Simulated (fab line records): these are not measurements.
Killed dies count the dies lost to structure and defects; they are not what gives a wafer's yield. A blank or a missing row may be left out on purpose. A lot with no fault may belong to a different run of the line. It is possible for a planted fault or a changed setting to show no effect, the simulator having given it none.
fab line records	flow n5_finfet
record lots=6	wafers=18	last_day=18
route steps=1938 shown TV_LITHO@1876 TV_OPEN@1887 PASSIVATION@1936
lots that met no fault: from a run of the same line without faults
start_h: the number of hours between the record's first day and the start of the first shown wafer of the lot	wait_h: hours from the lot's prior step to this one	" repeats the value in the row above	L1.1+2: one row covering several wafers at once	- value missing, or start not given	* or withheld: withheld	< > ~ a bound
route shown NAME@n: names a module that has steps shown in the file, with the first one's number in the route	usual: average and standard deviation across the fault-free wafers	same: alike in all rows	chamber/n: place in a boat	sites: per-site readings	_std_site: the standard deviation of these	_edge_site: the outer-site mean with the inner-site mean subtracted	radius_mm: for every site, how far away it sits from the centre of the wafer	mask NAME#n: copy n	behind: tool/chamber where the wafer was last shaped	hold: the reason the lot was held/the length of the hold in hours/how it ended	device: whichever transistor did not switch (one of n, p or np)	end of line: at the end of the route, the tests of the same wafers	a step without rows: its recipe alone	killed: the dies lost at the first sort to structure and to defects; this is not the yield of the wafer	map: a wafer's dies, x killed, . not, _ none there
set.NAME: setting as actually run; set.NAME@STEP: the setting as run at that earlier step	model.NAME: the simulator's own value behind a step, which no gauge read
certain route steps with their lots: each step a table, each wafer a row
services: from which hour (start_h, from the record's first day; less than 0 if before it) a tool's chamber was out of use, for how many hours, and why
## steps
# step N5_PASSIVATION_COAT_04
# recipe spin_rpm=*	resist_thk_nm=*
# step N5_PASSIVATION_EBR_06
# recipe solvent=PGMEA	ebr_width_mm=1.5
# step N5_PASSIVATION_SOFTBAKE_05
# recipe temp_c=100	time_s=90
# step N5_PASSIVATION_EXPOSE_07
# recipe mask_id=TV	na=0.55	source_shape=conventional	sigma_outer=0.8	polarization=unpolarized	defocus_nm=0	target_cd_nm=3000	dose_mj=22.75
# step N5_PASSIVATION_PEB_08
# recipe peb_temp_c=withheld	peb_time_s=*
# step N5_PASSIVATION_DEVELOP_09
# recipe develop_time_s=60	rinse_liquid=diw	dry=air_spin	dev_temp_c=21
# step N5_PASSIVATION_HARDBAKE_11
# recipe temp_c=130	time_s=120
# step N5_PASSIVATION_CD_MEAS_10
# recipe target_cd_nm=3000	landing_energy_ev=500	detector=se_inlens
# usual cd_nm=3000.0/1.7
lot.wafer	tool	chamber	start_h	wait_h	cd_nm
L833.2	cd_sem-03	0	333.59	-	2997.9
L833.3	"	0	"	"	2997.4
L833.4	"	0	"	"	2997.2
L832.1	cd_sem-03	0	343.15	-	3000.5
L832.5	"	0	"	"	3001.1
L832.6	"	0	"	"	3000.0
L837.1	cd_sem-03	0	365.00	-	3000.3
L837.5	"	0	"	"	2999.9
L837.6	"	0	"	"	3000.7
L839.1	cd_sem-03	0	372.43	-	3002.4
L839.3	"	0	"	"	3002.0
L839.5	"	0	"	"	3001.6
L841.1	cd_sem-01	0	372.73	-	2998.5
L841.5	"	0	"	"	2997.2
L841.6	"	0	"	"	2999.1
L844.1	cd_sem-03	0	419.31	-	2999.0
L844.4	"	0	"	"	2999.8
L844.6	"	0	"	"	2999.7
# step N5_PASSIVATION_OVL_MEAS_60
# recipe points_per_wafer=44
# usual TV_OVL=0/6.8
lot.wafer	tool	chamber	start_h	wait_h	TV_OVL[nm]
L833.2	overlay-01	0	333.62	0.0	-6
L833.3	"	0	"	"	-2
L833.4	"	0	"	"	-2
L832.1	overlay-02	0	343.18	0.0	-1
L832.5	"	0	"	"	-2
L832.6	"	0	"	"	5
L837.1	overlay-02	0	365.03	0.0	-1
L837.5	"	0	"	"	-1
L837.6	"	0	"	"	-7
L839.1	overlay-01	0	372.46	0.0	-10
L839.3	"	0	"	"	-5
L839.5	"	0	"	"	-4
L841.1	overlay-01	0	372.76	0.0	12
L841.5	"	0	"	"	8
L841.6	"	0	"	"	-5
L844.1	overlay-02	0	419.34	0.0	1
L844.4	"	0	"	"	0
L844.6	"	0	"	"	-2
# step N5_PASSIVATION_INSPECT_61
# recipe mode=adi	inspect_instrument=macro
# usual raw_defect_count=2.0/1.3
lot.wafer	tool	chamber	start_h	wait_h	raw_defect_count
L833.2	defect_inspect-02	-	333.65	0.0	2
L833.3	"	-	"	"	0
L833.4	"	-	"	"	2
L832.1	defect_inspect-02	-	343.21	0.0	3
L832.5	"	-	"	"	2
L832.6	"	-	"	"	4
L837.1	defect_inspect-02	-	365.05	0.0	1
L837.5	"	-	"	"	1
L837.6	"	-	"	"	3
L839.1	defect_inspect-02	-	372.49	0.0	3
L839.3	"	-	"	"	4
L839.5	"	-	"	"	2
L841.1	defect_inspect-01	-	372.78	0.0	1
L841.5	"	-	"	"	0
L841.6	"	-	"	"	5
L844.1	defect_inspect-01	-	419.37	0.0	2
L844.4	"	-	"	"	2
L844.6	"	-	"	"	2
# step N5_PASSIVATION_DESCUM_12
# recipe chemistry=O2	time_s=7.9	source_power_w=50	bias_power_w=20	pressure_mtorr=20	rf_frequency_hz=2.712e+07	temp_c=40	o2_flow_sccm=225
# usual drypump_motor_current_A=5.5/0.49	o2_flow_sccm=225.0/0.67	oes_product_au=0.76/0.092	rf_vpp_V=242.8/1.6	showerhead_plenum_p_Torr=2.06/0.091	throttle_valve_pct=20.36/0.2
lot.wafer	tool	chamber	start_h	wait_h	drypump_motor_current_A	o2_flow_sccm	oes_product_au	rf_hours_counter_h	rf_vpp_V	showerhead_plenum_p_Torr	throttle_valve_pct
L833.2	rie_diel-06	0	333.68	0.0	5.5	225.4	0.70	206	241.5	2.06	20.76
L833.3	"	1	"	"	4.9	225.0	0.73	196	242.0	1.99	20.52
L833.4	"	3	"	"	5.6	224.9	0.93	17	244.7	2.23	20.05
L832.1	rie_diel-01	2	343.34	0.1	6.3	225.4	0.69	212	242.7	2.07	20.39
L832.5	"	2	"	"	6.3	224.6	0.67	-	242.4	2.07	20.40
L832.6	"	3	"	"	5.8	226.1	0.92	-	243.0	2.05	20.08
L837.1	rie_diel-06	0	365.09	0.0	5.5	227.0	0.69	215	242.0	2.06	20.76
L837.5	"	3	"	"	5.6	225.9	0.91	-	244.7	2.23	20.06
L837.6	"	2	"	"	5.0	225.9	0.71	-	243.4	1.98	20.39
L839.1	rie_diel-01	3	372.54	0.1	5.7	226.2	0.91	32	242.4	2.04	20.10
L839.3	"	0	"	"	5.4	225.3	0.73	172	240.6	1.91	20.31
L839.5	"	0	"	"	5.4	224.2	0.73	-	239.7	1.91	20.31
L841.1	rie_diel-06	3	372.89	0.1	5.6	226.4	0.91	27	244.7	2.23	20.07
L841.5	"	0	"	"	5.5	224.0	0.68	-	244.3	2.06	20.78
L841.6	"	1	"	"	4.9	224.8	0.71	-	241.3	1.99	20.55
L844.1	rie_diel-01	0	419.72	0.4	5.4	224.4	0.72	185	240.5	1.91	20.33
L844.4	"	1	"	"	4.7	224.9	0.96	10	244.3	2.14	20.35
L844.6	"	1	"	"	4.7	223.8	0.97	-	243.3	2.14	20.34
# step N5_PASSIVATION_PASS_ETCH_74
# recipe chemistry=CF4/O2	target=SiNx	target_depth_a=2200	time_s=110	ion_energy_ev=100	pressure_mtorr=40	source_w=535	bias_w=49	Ar_flow_sccm=100	cf4_flow_sccm=100	O2_flow_sccm=10
# usual bias_w=49.00/0.15	drypump_motor_current_A=5.5/0.48	oes_product_au=0.77/0.093	rf_vpp_V=240.2/2.9	showerhead_plenum_p_Torr=2.18/0.086	throttle_valve_pct=15.96/0.22
lot.wafer	tool	chamber	start_h	wait_h	bias_w	drypump_motor_current_A	oes_product_au	rf_hours_counter_h	rf_vpp_V	showerhead_plenum_p_Torr	throttle_valve_pct
L833.2	rie_diel-06	0	333.75	0.0	48.98	5.6	0.68	206	244.6	2.19	16.40
L833.3	"	1	"	"	49.05	4.9	0.74	196	235.8	2.11	16.13
L833.4	"	3	"	"	48.96	5.6	0.93	17	243.3	2.34	15.57
L832.1	rie_diel-01	2	343.41	0.0	49.03	6.3	0.68	212	241.1	2.18	15.97
L832.5	"	2	"	"	49.23	6.3	0.68	-	240.3	2.18	15.96
L832.6	"	3	"	"	48.91	5.7	0.94	-	240.6	2.17	15.70
L837.1	rie_diel-06	0	365.15	0.0	49.11	5.5	0.69	215	246.1	2.19	16.42
L837.5	"	3	"	"	49.19	5.6	0.91	-	243.6	2.33	15.58
L837.6	"	2	"	"	48.92	5.0	0.70	-	236.2	2.11	16.12
L839.1	rie_diel-01	3	372.60	0.0	49.17	5.8	0.91	32	241.7	2.17	15.72
L839.3	"	0	"	"	49.08	5.4	0.73	172	238.4	2.03	15.91
L839.5	"	0	"	"	49.12	5.4	0.74	-	237.8	2.03	15.90
L841.1	rie_diel-06	3	372.95	0.0	49.04	5.6	0.90	27	242.1	2.33	15.57
L841.5	"	0	"	"	48.99	5.5	0.68	-	246.7	2.18	16.41
L841.6	"	1	"	"	49.06	4.9	0.72	-	235.2	2.11	16.16
L844.1	rie_diel-01	0	419.78	0.0	48.98	5.4	0.73	185	239.5	2.03	15.94
L844.4	"	1	"	"	48.91	4.7	0.95	10	242.1	2.26	15.89
L844.6	"	1	"	"	48.88	4.7	0.97	-	240.8	2.26	15.89
# step N5_PASSIVATION_VIA_ETCH_13
# recipe chemistry=CHF3/O2	target=SiO2	target_depth_a=6600	CHF3_flow_sccm=50	O2_flow_sccm=5	Ar_flow_sccm=200	time_s=330	mask_material=PR	pressure_mtorr=30	source_w=650	bias_w=170	ion_energy_ev=200	ends=cleared
# usual CHF3_flow_sccm=50.00/0.13	bias_w=169.9/0.51	drypump_motor_current_A=5.5/0.48	etch_rf_on_time_s=236/4	oes_product_au=0.69/0.084	rf_vpp_V=523/5.8	showerhead_plenum_p_Torr=2.38/0.096	throttle_valve_pct=18.84/0.22
lot.wafer	tool	chamber	start_h	wait_h	CHF3_flow_sccm	bias_w	drypump_motor_current_A	etch_rf_on_time_s	oes_product_au	rf_hours_counter_h	rf_vpp_V	showerhead_plenum_p_Torr	throttle_valve_pct
L833.2	rie_diel-06	0	333.84	0.0	49.95	170.2	5.5	237	0.62	206	532	2.39	19.31
L833.3	"	1	"	"	50.05	170.0	4.9	234	0.66	196	513	2.30	18.96
L833.4	"	3	"	"	50.00	169.6	5.5	234	0.83	17	529	2.56	18.50
L832.1	rie_diel-01	2	343.50	0.0	49.84	169.5	6.3	237	0.62	212	523	2.38	18.78
L832.5	"	2	"	"	50.20	169.1	6.3	237	0.62	-	522	2.38	18.80
L832.6	"	3	"	"	49.88	169.4	5.7	231	0.85	-	525	2.37	18.63
L837.1	rie_diel-06	0	365.25	0.0	49.89	111.0	5.5	274	0.57	215	375	2.39	19.31
L837.5	"	3	"	"	50.09	111.6	5.6	271	0.76	-	373	2.56	18.49
L837.6	"	2	"	"	50.09	109.5	5.0	273	0.59	-	361	2.30	18.98
L839.1	rie_diel-01	3	372.69	0.0	50.01	169.5	5.7	230	0.83	32	526	2.37	18.63
L839.3	"	0	"	"	50.05	170.6	5.4	236	0.67	172	516	2.22	18.77
L839.5	"	0	"	"	49.65	170.3	5.4	235	0.67	-	517	2.22	18.78
L841.1	rie_diel-06	3	373.05	0.0	49.71	110.8	5.6	263	0.76	28	372	2.56	18.49
L841.5	"	0	"	"	49.82	110.8	5.6	273	0.57	-	377	2.39	19.30
L841.6	"	1	"	"	50.23	110.9	5.0	270	0.61	-	363	2.30	19.01
L844.1	rie_diel-01	0	419.88	0.0	49.96	170.5	5.4	236	0.65	185	517	2.21	18.81
L844.4	"	1	"	"	50.03	169.8	4.7	234	0.87	11	523	2.47	18.86
L844.6	"	1	"	"	50.02	169.3	4.7	238	0.87	-	523	2.48	18.86
# step N5_PASSIVATION_STRIP_14
# recipe chemistry=O2	power_w=600	temp_c=60	pressure_mtorr=30	rf_frequency_hz=6e+07	bias_power_w=0	overash_fraction=0.5	o2_flow_sccm=225
# usual drypump_motor_current_A=5.5/0.48	o2_flow_sccm=224.9/0.74	oes_product_au=0.76/0.091	rf_vpp_V=3.7/0.92	showerhead_plenum_p_Torr=2.06/0.09	throttle_valve_pct=16.62/0.21
lot.wafer	tool	chamber	start_h	wait_h	drypump_motor_current_A	o2_flow_sccm	oes_product_au	rf_hours_counter_h	rf_vpp_V	showerhead_plenum_p_Torr	throttle_valve_pct
L833.2	rie_diel-06	0	334.03	0.1	5.6	225.7	0.70	206	3.7	2.07	17.00
L833.3	"	1	"	"	4.9	225.0	0.73	196	3.7	2.00	16.83
L833.4	"	3	"	"	5.6	225.0	0.93	18	3.5	2.23	16.26
L832.1	rie_diel-01	2	343.69	0.1	6.3	223.2	0.69	212	3.4	2.08	16.67
L832.5	"	2	"	"	6.3	223.9	0.68	-	4.6	2.08	16.67
L832.6	"	3	"	"	5.7	225.3	0.94	-	3.1	2.05	16.33
L837.1	rie_diel-06	0	365.44	0.1	5.5	225.4	0.69	215	3.6	2.06	17.05
L837.5	"	3	"	"	5.6	225.3	0.90	-	4.5	2.23	16.31
L837.6	"	2	"	"	5.0	225.0	0.71	-	4.4	1.98	16.70
L839.1	rie_diel-01	3	372.89	0.1	5.7	225.5	0.90	32	4.7	2.05	16.34
L839.3	"	0	"	"	5.4	225.1	0.72	173	3.9	1.92	16.56
L839.5	"	0	"	"	5.4	225.4	0.72	-	4.4	1.92	16.59
L841.1	rie_diel-06	3	373.24	0.1	5.6	224.0	0.91	28	3.1	2.23	16.31
L841.5	"	0	"	"	5.6	225.2	0.69	-	3.3	2.06	17.07
L841.6	"	1	"	"	4.9	225.0	0.72	-	2.7	1.99	16.81
L844.1	rie_diel-01	0	420.07	0.1	5.4	225.4	0.72	185	5.6	1.91	16.58
L844.4	"	1	"	"	4.7	225.7	0.96	11	4.1	2.14	16.56
L844.6	"	1	"	"	4.7	224.8	0.96	-	2.2	2.14	16.53
# step N5_PASSIVATION_PROBE_49
# usual defect_limited_yield=91.2/1.4	killed_at_M0_to_M3=35/11	killed_at_M4_up=12/4.2	killed_at_contacts=13/5.6	killed_at_front_end=40/12	killed_at_other=3.3/2.6	killed_dies=103/17	killed_open=68/12	killed_short=34/7.6	sort_bin_5_function=5.1/0.95	sort_bin_6_memory=3.3/0.68	sort_n_pass=1077/17	sort_yield_pct=91.2/1.4
# same gross_dies=1180	killed_at_back_side=0	sort_bin_4_leakage[%]=0	sort_bin_8_speed[%]=0
lot.wafer	tool	chamber	start_h	wait_h	defect_limited_yield[%]	killed_at_M0_to_M3	killed_at_M4_up	killed_at_contacts	killed_at_front_end	killed_at_other	killed_dies	killed_open	killed_short	sort_bin_5_function[%]	sort_bin_6_memory[%]	sort_n_pass	sort_yield_pct[%]
L832.1	prober-01	-	351.10	0.0	92.0	23	12	2	51	6	94	62	32	5.2	2.5	1086	92.0
L832.5	prober-01	-	351.30	0.2	90.3	42	12	4	51	5	114	71	42	6.2	3.1	1066	90.3
L832.6	prober-01	-	351.35	0.3	89.8	35	13	5	57	10	120	78	42	6.2	3.6	1060	89.8
# killed by level:class
L832.1 FIN_SAQP:geometric_particle:open=10 FIN_SAQP:geometric_particle:short=10 BEOL_M0_SAQP:geometric_particle:open=10 GATE_CUT:geometric_particle:short=8 BEOL_M4:geometric_particle:open=8 STI_FIN_REVEAL:geometric_particle:open=6 GATE_CUT:geometric_particle:open=6 MIM_BOT:geometric_particle:short=3
L832.5 FIN_SAQP:geometric_particle:short=14 FIN_SAQP:geometric_particle:open=11 STI_FIN_REVEAL:geometric_particle:open=11 BEOL_M2:geometric_particle:open=10 BEOL_M0_SAQP:geometric_particle:open=6 BEOL_M0_SAQP:geometric_particle:short=6 BEOL_M4:geometric_particle:open=6 BEOL_M3:geometric_particle:open=6
L832.6 FIN_SAQP:geometric_particle:open=15 STI_FIN_REVEAL:geometric_particle:open=13 FIN_SAQP:geometric_particle:short=11 BEOL_M2:geometric_particle:open=10 BEOL_M4:geometric_particle:open=9 BEOL_M1:geometric_particle:open=8 BEOL_M0_SAQP:geometric_particle:short=6 BEOL_M2:geometric_particle:short=6
## services
tool	chamber	start_h	hours	kind
rie_diel-01	1	360.02	-	clean
rie_diel-01	1	360.02	-	consumable_replace:focus_ring
rie_diel-01	1	360.02	20.2	scheduled_down
rie_diel-01	1	360.02	20.2	vent_cycle
rie_diel-01	3	408.00	9.3	repair
## key
first_sign step=N5_PASSIVATION_VIA_ETCH_13	reading=bias_w	direction=down	sigmas=99+	usual=*	struck=*
effect step=N5_PASSIVATION_VIA_ETCH_13	reading=rf_vpp_V	direction=down	sigmas=26	usual=523	struck=370
met_at N5_PASSIVATION_VIA_ETCH_13
struck_wafers L837.1,L837.5,L837.6,L841.1,L841.5,L841.6
onset_between 333.84 365.25
fault kind=process_parameter_drift	tool=rie_diel-06	chamber=-	onset_h=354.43	steps=N5_PASSIVATION_VIA_ETCH_13	channel=bias_w	offset=*	shape=step	end_h=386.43	acts_in=*	stated=*
